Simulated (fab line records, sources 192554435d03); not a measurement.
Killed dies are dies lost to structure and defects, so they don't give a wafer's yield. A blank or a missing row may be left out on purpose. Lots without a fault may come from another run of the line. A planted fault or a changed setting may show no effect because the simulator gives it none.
fab line records | flow n5_finfet
record lots=11 wafers=29 last_day=17
route steps=1938 shown BEOL_M13@1692 PASSIVATION@1936
lots that met no fault: from a run of the same line without faults
start_h: hours from the record's first day to the start of the lot's first wafer shown | wait_h: hours since the lot's step before | " the same as in the row above | L1.1+2: a row that stands for several wafers | - no value, or no start given | * or withheld: withheld | < > ~ a bound
route shown NAME@n: a module of which the file shows steps, and the number in the route of the first | usual: mean/standard deviation of fault-free wafers | same: alike in all rows | chamber/n: place in a boat | sites: the reading at each site | _std_site: their standard deviation | _edge_site: outer sites' mean less inner sites' | radius_mm: how far each site lies from the wafer's centre | mask NAME#n: copy n | behind: the tool/chamber that last shaped the wafer | hold: why the lot was held/for how many hours/how that ended | device: the transistor (n, p or np) that didn't switch | end of line: the same wafers' tests at the end of the route | a step without rows: its recipe alone | killed: dies lost to structure and defects at the first sort, not the wafer's yield | map: a wafer's dies, x killed, . not, _ none there
set.NAME: the setting as run; set.NAME@STEP: as run at that earlier step | model.NAME: the simulator's own value behind a step, which no gauge read
steps of the route over a sample of lots; a table a step, a row a wafer
services: from which hour (start_h, from the record's first day; less than 0 if before it) a tool's chamber was out of use, for how many hours, and why
## steps
# step N5_BEOL_M13_DESCUM_33
# recipe chemistry=O2 time_s=7.9 source_power_w=50 bias_power_w=20 pressure_mtorr=20 rf_frequency_hz=2.712e+07 temp_c=40 o2_flow_sccm=225
# usual drypump_motor_current_A=5.8/0.41 oes_product_au=0.79/0.072 rf_vpp_V=242.7/1.6 showerhead_plenum_p_Torr=2.07/0.079 temp_c=40.01/0.11 throttle_valve_pct=20.49/0.25
# columns lot.wafer tool chamber start_h wait_h drypump_motor_current_A oes_product_au rf_hours_counter_h rf_vpp_V showerhead_plenum_p_Torr temp_c throttle_valve_pct
L503.2 rie_diel-02 1 258.22 0.0 5.2 0.87 44 244.7 2.05 40.04 20.07
L503.3 " 2 " " 5.8 0.66 248 243.0 2.04 39.93 20.25
L503.5 " 0 " " 5.0 0.76 - 240.7 1.92 39.83 20.59
L506.2 rie_diel-04 0 283.28 0.5 6.4 0.75 144 239.2 1.93 39.96 20.58
L506.3 " 2 " " 5.5 0.92 25 243.4 2.16 40.00 20.50
L506.6 " 0 " " 6.3 0.75 - 239.4 1.93 40.00 20.58
L507.2 rie_diel-04 2 283.86 0.0 5.5 0.92 25 245.0 2.16 39.91 20.51
L507.3 " 1 " " 6.2 0.77 129 244.1 2.08 40.13 20.27
L507.4 " 3 " " 6.1 0.89 36 241.3 2.05 39.96 20.38
L510.1 rie_diel-03 0 296.81 0.0 5.4 0.70 216 242.4 2.09 39.93 21.06
L510.6 " 0 " " 5.4 0.70 - 241.5 2.09 39.85 21.04
L509.5 rie_diel-04 2 301.23 0.0 5.5 0.91 - 243.2 2.16 40.02 20.51
L509.6 " 1 " " 6.2 0.76 - 243.5 2.08 40.08 20.26
L511.4 rie_diel-03 2 314.92 0.2 5.7 0.80 95 244.3 2.11 40.18 20.44
L511.5 " 2 " " 5.7 0.80 - 245.1 2.11 40.02 20.44
L511.6 " 3 " " 6.3 0.78 - 242.6 2.18 40.08 20.50
L514.1 rie_diel-03 2 323.26 0.0 5.7 0.81 98 244.0 2.11 39.87 20.44
L514.4 " 3 " " 6.3 0.78 145 244.6 2.18 40.05 20.51
L514.6 " 3 " " 6.3 0.78 - 244.9 2.18 40.14 20.51
L513.1 rie_diel-04 1 328.52 0.0 6.2 0.76 143 242.5 2.07 40.03 20.27
L513.5 " 1 " " 6.2 0.76 - 242.3 2.07 40.15 20.29
L512.3 rie_diel-03 0 329.23 0.0 5.4 0.68 228 241.8 2.09 39.73 21.05
L512.6 " 0 " " 5.4 0.68 - 242.7 2.09 40.09 21.06
L523.2 rie_diel-02 3 382.63 0.2 5.5 0.68 222 243.2 2.08 40.06 20.61
L523.4 " 2 " " 5.8 0.92 30 242.9 2.03 40.08 20.04
L523.5 " 1 " " 5.2 0.82 - 242.7 2.03 39.90 20.13
L525.2 rie_diel-02 1 386.94 0.0 5.2 0.81 87 240.7 2.03 39.94 20.15
L525.3 " 3 " " 5.5 0.68 224 242.9 2.08 39.94 20.62
L525.5 " 2 " " 5.8 0.91 - 242.4 2.03 39.97 20.03
# step N5_BEOL_M13_DEGAS_41
# recipe ambient=vacuum temp_c=250 time_s=60
# usual heater_power_w=317/21
# columns lot.wafer tool chamber start_h wait_h heater_power_w
L503.2 pvd_sputter-03 - 263.47 0.6 296
L503.3 " - " " 316
L503.5 " - " " 337
L506.2 pvd_sputter-03 - 286.02 0.1 332
L506.3 " - " " 323
L506.6 " - " " 329
L507.2 pvd_sputter-03 - 290.26 0.6 339
L507.3 " - " " 336
L507.4 " - " " 314
L510.1 pvd_sputter-03 - 298.58 0.3 295
L510.6 " - " " 290
L509.5 pvd_sputter-01 - 302.16 0.1 337
L509.6 " - " " 328
L511.4 pvd_sputter-02 - 319.04 1.5 355
L511.5 " - " " 294
L511.6 " - " " 290
L514.1 pvd_sputter-02 - 327.68 0.6 351
L514.4 " - " " 296
L514.6 " - " " 280
L513.1 pvd_sputter-01 - 331.23 1.7 334
L513.5 " - " " 304
L512.3 pvd_sputter-02 - 333.23 0.8 292
L512.6 " - " " 361
L523.2 pvd_sputter-01 - 383.88 0.2 306
L523.4 " - " " 300
L523.5 " - " " 339
L525.2 pvd_sputter-03 - 389.22 0.4 302
L525.3 " - " " 345
L525.5 " - " " 322
# step N5_BEOL_M13_SPUTTER_43
# recipe material=TaN target_thk_a=150 temp_c=50 bias_v=168.6 power_w=15000 chamber_pressure_pa=0.12 time_s=24.19
# usual cathode_dc_power_W=15000/2.9 throttle_valve_pct=30.7/0.84
# columns lot.wafer tool chamber start_h wait_h cathode_dc_power_W throttle_valve_pct
L503.2 pvd_sputter-03 - 263.55 0.0 15002 30.4
L503.3 " - " " 14998 30.8
L503.5 " - " " 15002 32.0
L506.2 pvd_sputter-03 - 286.10 0.0 15009 32.0
L506.3 " - " " 15000 30.7
L506.6 " - " " 14996 31.6
L507.2 pvd_sputter-03 - 290.34 0.0 14999 32.0
L507.3 " - " " 15000 31.5
L507.4 " - " " 14999 30.5
L510.1 pvd_sputter-03 - 298.66 0.0 15002 30.4
L510.6 " - " " 15000 30.5
L509.5 pvd_sputter-01 - 302.26 0.0 14999 30.4
L509.6 " - " " 15003 29.7
L511.4 pvd_sputter-02 - 319.12 0.0 15001 31.5
L511.5 " - " " 14997 29.6
L511.6 " - " " 15006 30.7
L514.1 pvd_sputter-02 - 327.76 0.0 15005 31.2
L514.4 " - " " 15003 29.6
L514.6 " - " " 14997 30.6
L513.1 pvd_sputter-01 - 331.31 0.0 15003 29.7
L513.5 " - " " 14999 29.8
L512.3 pvd_sputter-02 - 333.31 0.0 15000 29.5
L512.6 " - " " 14997 31.4
L523.2 pvd_sputter-01 - 383.96 0.0 14999 29.6
L523.4 " - " " 15005 30.6
L523.5 " - " " 14999 29.9
L525.2 pvd_sputter-03 - 389.30 0.0 15004 30.5
L525.3 " - " " 14998 31.7
L525.5 " - " " 15000 31.9
# step N5_BEOL_M13_CMP_49
# recipe stop_on=SiOC t_overpolish_s=17.1 down_force_psi=1 platen_rpm=50 clearing_platen_down_force_psi=1.5 clearing_platen_rpm=50 post_cmp_clean=cu_alkaline target_thk_nm=420 clearing_platen_pad_velocity_m_s=0.99484 pad_velocity_m_s=0.99484
# usual barrier_field_endpoint_s=30.4/0.68 motor_current_A=5.9/0.49
# columns lot.wafer tool chamber start_h wait_h barrier_field_endpoint_s motor_current_A
L503.2 cmp-01 1 264.49 0.2 29.3 6.4
L503.3 " 2 " " 30.4 6.9
L503.5 " 0 " " 29.9 5.4
L506.2 cmp-03 2 287.18 0.2 29.4 5.2
L506.3 " 0 " " 29.7 5.5
L506.6 " 2 " " 28.5 5.5
L507.3 cmp-04 1 291.07 0.2 30.6 6.8
L507.2 " 3 " " 30.8 5.7
L507.4 " 0 " " 29.7 5.6
L510.1 cmp-04 0 299.43 0.3 30.1 5.7
L510.6 " 0 " " 29.9 5.7
L509.5 cmp-04 0 303.59 0.2 29.7 5.9
L509.6 " 1 " " 30.5 6.1
L511.4 cmp-01 1 319.86 0.1 30.6 5.9
L511.6 " 1 " " 30.7 5.8
L511.5 " 2 " " 31.2 6.6
L514.4 cmp-03 2 328.57 0.2 29.6 5.3
L514.1 " 3 " " 30.8 6.5
L514.6 " 1 " " 31.8 5.4
L513.1 cmp-03 2 332.09 0.3 30.0 5.5
L513.5 " 1 " " 30.3 5.3
L512.3 cmp-01 3 334.50 0.2 30.5 5.8
L512.6 " 3 " " 43.2 5.6
L523.4 cmp-01 0 384.89 0.2 31.2 5.8
L523.2 " 2 " " 31.0 6.5
L523.5 " 3 " " 31.0 5.9
L525.2 cmp-03 1 390.32 0.3 30.4 5.1
L525.3 " 2 " " 29.3 5.5
L525.5 " 0 " " 30.7 5.4
# step N5_BEOL_M13_DEP_53
# recipe material=SiCN target_thk_a=500 temp_c=withheld precursor=3MS/NH3 pressure_torr=3 rf_w=675 time_s=17.8
# usual showerhead_plenum_p_Torr=4.150/0.024 throttle_valve_pct=17.8/1.1
# columns lot.wafer tool chamber start_h wait_h showerhead_plenum_p_Torr throttle_valve_pct
L503.2 pecvd-02 2 264.81 0.0 4.159 16.2
L503.3 " 1 " " 4.180 18.5
L503.5 " 0 " " 4.137 17.8
L506.2 pecvd-01 2 287.50 0.0 4.123 17.2
L506.3 " 0 " " 4.155 17.3
L506.6 " 2 " " 4.136 17.1
L507.2 pecvd-02 2 291.43 0.0 4.172 16.2
L507.3 " 0 " " 4.141 17.8
L507.4 " 1 " " 4.175 18.9
L510.1 pecvd-02 1 299.75 0.0 4.176 18.5
L510.6 " 0 " " 4.142 18.1
L509.5 pecvd-04 2 303.82 0.0 4.178 16.3
L509.6 " 0 " " 4.161 18.8
L511.4 pecvd-04 0 320.23 0.0 4.159 18.9
L511.5 " 1 " " 4.190 17.8
L511.6 " 2 " " 4.166 16.2
L514.1 pecvd-01 1 328.86 0.0 4.118 19.6
L514.4 " 0 " " 4.152 17.3
L514.6 " 2 " " 4.126 17.2
L513.1 pecvd-02 2 332.40 0.0 4.143 16.2
L513.5 " 1 " " 4.168 18.8
L512.3 pecvd-01 1 334.86 0.0 4.116 19.4
L512.6 " 0 " " 4.149 17.3
L523.2 pecvd-01 1 385.21 0.0 4.119 19.5
L523.4 " 0 " " 4.152 17.7
L523.5 " 2 " " 4.137 17.0
L525.2 pecvd-01 1 390.60 0.0 4.105 19.7
L525.3 " 0 " " 4.132 17.5
L525.5 " 2 " " 4.128 17.2
# step N5_PASSIVATION_PROBE_49
# usual defect_limited_yield=91.3/1.5 killed_at_M0_to_M3=31/11 killed_at_M4_up=14/5.1 killed_at_contacts=12/5.6 killed_at_front_end=42/12 killed_at_other=3.8/2.9 killed_dies=103/18 killed_open=67/14 killed_short=33/8 sort_bin_5_function=5.1/1 sort_bin_6_memory=3.2/0.75 sort_n_pass=1077/18 sort_yield_pct=91.3/1.5
# same gross_dies=1180 killed_at_back_side=0 sort_bin_4_leakage[%]=0 sort_bin_8_speed[%]=0
# columns lot.wafer tool chamber start_h wait_h defect_limited_yield[%] killed_at_M0_to_M3 killed_at_M4_up killed_at_contacts killed_at_front_end killed_at_other killed_dies killed_open killed_short sort_bin_5_function[%] sort_bin_6_memory[%] sort_n_pass sort_yield_pct[%]
L511.4 prober-02 - 349.86 2.6 93.5 8 12 7 44 6 77 45 31 3.7 2.7 1103 93.5
L511.5 prober-02 - 349.91 2.6 92.2 14 21 4 41 12 92 58 30 4.2 3.1 1088 92.2
L511.6 prober-02 - 349.96 2.7 93.1 13 14 9 42 3 81 50 30 3.7 2.9 1099 93.1
# killed by level:class
L511.4 FIN_SAQP:geometric_particle:open=8 FIN_SAQP:geometric_particle:short=6 STI_FIN_REVEAL:geometric_particle:open=6 GATE_CUT:geometric_particle:short=6 MOL_CONTACT_COAG:geometric_particle:open=6 DUMMY_GATE:geometric_particle:short=4 DUMMY_GATE:geometric_particle:open=4 BEOL_M5:geometric_particle:open=4
L511.5 FIN_SAQP:geometric_particle:open=8 DUMMY_GATE:geometric_particle:open=8 FIN_SAQP:geometric_particle:short=7 BEOL_M4:geometric_particle:open=7 BEOL_M5:geometric_particle:open=6 PAD_METAL:geometric_particle:short=4 GATE_CUT:geometric_particle:short=3 BEOL_M0_SAQP:geometric_particle:open=3
L511.6 FIN_SAQP:geometric_particle:open=11 FIN_SAQP:geometric_particle:short=9 MOL_CONTACT_COAG:geometric_particle:open=8 DUMMY_GATE:geometric_particle:open=4 BEOL_M1:geometric_particle:open=4 BEOL_M4:geometric_particle:open=4 STI_FIN_REVEAL:geometric_particle:open=3 GATE_CUT:geometric_particle:short=3
## services
# columns tool chamber start_h hours kind
rie_diel-03 0 239.43 7.2 repair
cmp-01 - 242.13 4.0 pm
cmp-01 - 257.31 0.7 repair
cmp-04 - 257.55 19.6 repair
pecvd-01 - 258.95 5.1 repair
rie_diel-02 0 259.82 6.2 repair
rie_diel-04 2 277.56 5.6 repair
pecvd-04 1 287.77 1.9 repair
cmp-01 - 290.15 2.1 repair
cmp-04 - 293.90 0.8 repair
cmp-01 - 302.33 2.1 repair
pecvd-02 - 316.12 14.6 pm
pecvd-01 0 320.34 2.1 scheduled_down
rie_diel-03 3 325.77 3.3 repair
pecvd-04 - 326.25 2.8 pm
cmp-04 - 326.72 2.6 repair
cmp-01 - 326.75 4.6 pm
pecvd-04 2 329.76 6.5 repair
cmp-03 - 338.55 9.7 repair
pecvd-02 - 340.21 4.0 repair
cmp-04 - 351.12 0.3 repair
cmp-03 - 362.24 1.0 repair
pecvd-01 - 368.41 6.8 repair
pecvd-04 - 382.54 0.4 repair
## key
first_sign step=N5_BEOL_M13_CMP_49 reading=barrier_field_endpoint_s direction=up sigmas=19 usual=30.4 struck=43.2
effect none on later readings
met_at N5_BEOL_M13_SPUTTER_43
struck_lots L512
struck_wafers L512.6
not_acting_at N5_BEOL_M13_DESCUM_33,N5_BEOL_M13_DEGAS_41,N5_BEOL_M13_DEP_53
onset_between 327.76 333.31
fault kind=process_parameter_drift tool=pvd_sputter-02 chamber=- onset_h=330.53 steps=N5_BEOL_M13_SPUTTER_43 channel=time_s offset=* shape=step end_h=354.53 scope=struck_wafers_only acts_in=* stated=*
